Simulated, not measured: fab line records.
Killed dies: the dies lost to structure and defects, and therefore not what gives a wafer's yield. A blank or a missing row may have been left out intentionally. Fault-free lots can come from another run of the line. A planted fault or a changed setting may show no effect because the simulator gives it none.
A lot that was struck, set against a sound lot / flow n5-finfet / 42 out of 1938 route steps
Sound: wafers L544.4, L544.5, L544.6. The struck wafers were L555.3, L555.5, L555.6. Last of all comes the cause.
Each step with rows lists, per side, the tool, then ch with its chambers, then its first start. Under that, the readings that differ: sound wafers / struck wafers / difference of the means / sigmas: that difference in standard deviations of wafers without a fault.
alike: readings whose means differ by less than 2 such deviations, and words and numbers that are the same on both sides. not compared: withheld readings, readings that some wafer has no value for, bounds like >300 that may hide the same value, and numbers for which the record gives no deviation and whose values overlap.
A row with sigmas, a row that says differs or no value, or rows on one side alone: a step with any of these is where the two part. Numbers that have no deviation but don't overlap get no sigmas and don't part them. Lack of a reading on every wafer of one side parts them only where that side has two or more wafers.

first, 2 steps without rows for these wafers: N5_BEOL_M4_ETCH_41 (etches SiCN in CH3F/O2, target depth 29.9 nm, time 52.5 s); N5_BEOL_M4_STRIP_97 (strips in N2/H2, time 10 s).
N5_BEOL_M4_OCD_MEAS_38:
  sound: ocd-02 at day 7 23:09; struck: ocd-01 at day 10 18:40
  alike: trench-depth-nm
then, 4 steps without rows for these wafers: N5_BEOL_M4_HM_STRIP_39 (strips TiN in peroxide tin strip, target depth 25 nm, time 158 s); N5_BEOL_M4_SRD_40 (time 30 s); N5_BEOL_M4_PRECLEAN_42 (cleans in residue remover, time 60 s); N5_BEOL_M4_SRD_43 (time 30 s).
N5_BEOL_M4_CD_MEAS_35: target cd 18 nm, target cd y 22.4 nm.
  sound: cd-sem-02 at day 7 23:20; struck: cd-sem-03 at day 10 18:50
  alike: cd-nm
then, 1 step without rows for these wafers: N5_BEOL_M4_DEGAS_44 (time 60 s).
N5_BEOL_M4_PRE_CLEAN_45: time 30 s.
  sound: pvd-sputter-02 at day 7 23:35; struck: pvd-sputter-02 at day 10 19:19
  alike: heater-power-w
then, 2 steps without rows for these wafers: N5_BEOL_M4_ALD_84 (deposits TaN, pulse time 2 s, purge time 3 s, co reactant purge time 2 s); N5_BEOL_M4_SURFACE_TREAT_85.
N5_BEOL_M4_CVD_47: deposits Co from CCTBA/H2, target thk 3 nm, time 223.8 s.
  sound on cvd-co-02 ch 0,1,2, day 8 00:05; struck on cvd-co-01 ch 0,1,2, day 10 19:59
N5_BEOL_M4_SPUTTER_48: material Cu, target thk 4.5 nm, time 8.29 s.
  sound: pvd-sputter-01 at day 8 00:13; struck: pvd-sputter-02 at day 10 20:08
  alike: chuck-gas-flow-sccm, throttle-valve-pct
then, 7 steps without rows for these wafers: N5_BEOL_M4_ANNEAL_49 (time 240 s); N5_BEOL_M4_SPUTTER_79 (material Cu, target thk 4.5 nm, time 8.29 s); N5_BEOL_M4_ANNEAL_80 (time 240 s); N5_BEOL_M4_SPUTTER_81 (material Cu, target thk 4.5 nm, time 8.29 s); N5_BEOL_M4_ANNEAL_82 (time 240 s); N5_BEOL_M4_SPUTTER_86 (material Cu, target thk 4.5 nm, time 8.29 s); N5_BEOL_M4_ANNEAL_87 (time 240 s).
N5_BEOL_M4_SPUTTER_88: material Cu, target thk 4.5 nm, time 8.29 s.
  sound: pvd-sputter-01 at day 8 01:05; struck: pvd-sputter-02 at day 10 21:01
  alike: chuck-gas-flow-sccm, throttle-valve-pct
then, 2 steps without rows for these wafers: N5_BEOL_M4_ANNEAL_89 (time 240 s); N5_BEOL_M4_SPUTTER_90 (material Cu, target thk 4.5 nm, time 8.29 s).
N5_BEOL_M4_ANNEAL_91: time 240 s.
  sound: pvd-sputter-01 at day 8 01:25; struck: pvd-sputter-02 at day 10 21:19
  alike: heater-power-w
then, 8 steps without rows for these wafers: N5_BEOL_M4_SPUTTER_92 (material Cu, target thk 4.5 nm, time 8.29 s); N5_BEOL_M4_ANNEAL_93 (time 240 s); N5_BEOL_M4_SPUTTER_94 (material Cu, target thk 4.5 nm, time 8.29 s); N5_BEOL_M4_ANNEAL_95 (time 240 s); N5_BEOL_M4_SPUTTER_96 (material Cu, target thk 4.5 nm, time 8.29 s); N5_BEOL_M4_ECD_50 (material Cu, target thk 300 nm); N5_BEOL_M4_ANNEAL_51 (time 90 s); N5_BEOL_M4_CMP_52 (polishes, stops on SiOC, t overpolish 6.8 s, target thk 40 nm).
N5_BEOL_M4_THK_MEAS_53: measures by xrf.
  sound: film-metro-02 at day 8 02:44; struck: film-metro-02 at day 10 22:41
  alike: M4_THK
then, 4 steps without rows for these wafers: N5_BEOL_M4_PRE_CLEAN_60 (time 15 s); N5_BEOL_M4_CO_CAP_55 (material Co, precursor CCTBA/H2, target thk 2 nm, time 102.1 s); N5_BEOL_M4_PRE_CLEAN_56 (time 15 s); N5_BEOL_M4_DEP_57 (deposits SiCN from 3MS/NH3, target thk 8 nm, time 14 s).
N5_BEOL_M4_RS_MEAS_58: measurement is done with a four-point probe.
  sound: film-metro-02 at day 8 03:00; struck: film-metro-01 at day 10 22:58
  alike: M4_RS
N5_BEOL_M4_RC_MEAS_101:
  sound on prober-02 ch 0, day 8 03:31; struck on prober-01 ch 0, day 10 23:19
reading=DIBL_N (mV/V); sound=34.5 34.3 37.2; struck=38.0 41.5 39.8; difference=+4.4; sigmas=+3
reading=SS_N (mV/dec); sound=70.7 71.0 71.6; struck=72.4 73.2 72.5; difference=+1.6; sigmas=+3
  alike: DIBL_P, IOFF_N, IOFF_P, ION_N, ION_P, SS_P, VT_N, VT_P
N5_BEOL_M5_ILD_DEP_00: deposits SiCOH lowk from DEMS/porogen, target thk 140.64 nm, time 25.9 s.
  sound on pecvd-02 ch 0,1,2, day 8 04:02; struck on pecvd-04 ch 0,2, day 10 23:58
  alike: heater-power-w, showerhead-plenum-p-Torr, throttle-valve-pct
-- the record jumps here: 5 days lie between the struck wafers' starts before and after (it left off in module BEOL_M5 and takes up again in module PASSIVATION, whose first step shown is number 1936 of the route) --
N5_PASSIVATION_PROBE_49:
  the record has rows for the struck wafers here (prober-01, day 16 02:13) and none for the sound ones

## WHERE THEY PART
Earliest at N5_BEOL_M4_RC_MEAS_101; latest, in this record, at N5_PASSIVATION_PROBE_49.

WHY: what the simulator had put in
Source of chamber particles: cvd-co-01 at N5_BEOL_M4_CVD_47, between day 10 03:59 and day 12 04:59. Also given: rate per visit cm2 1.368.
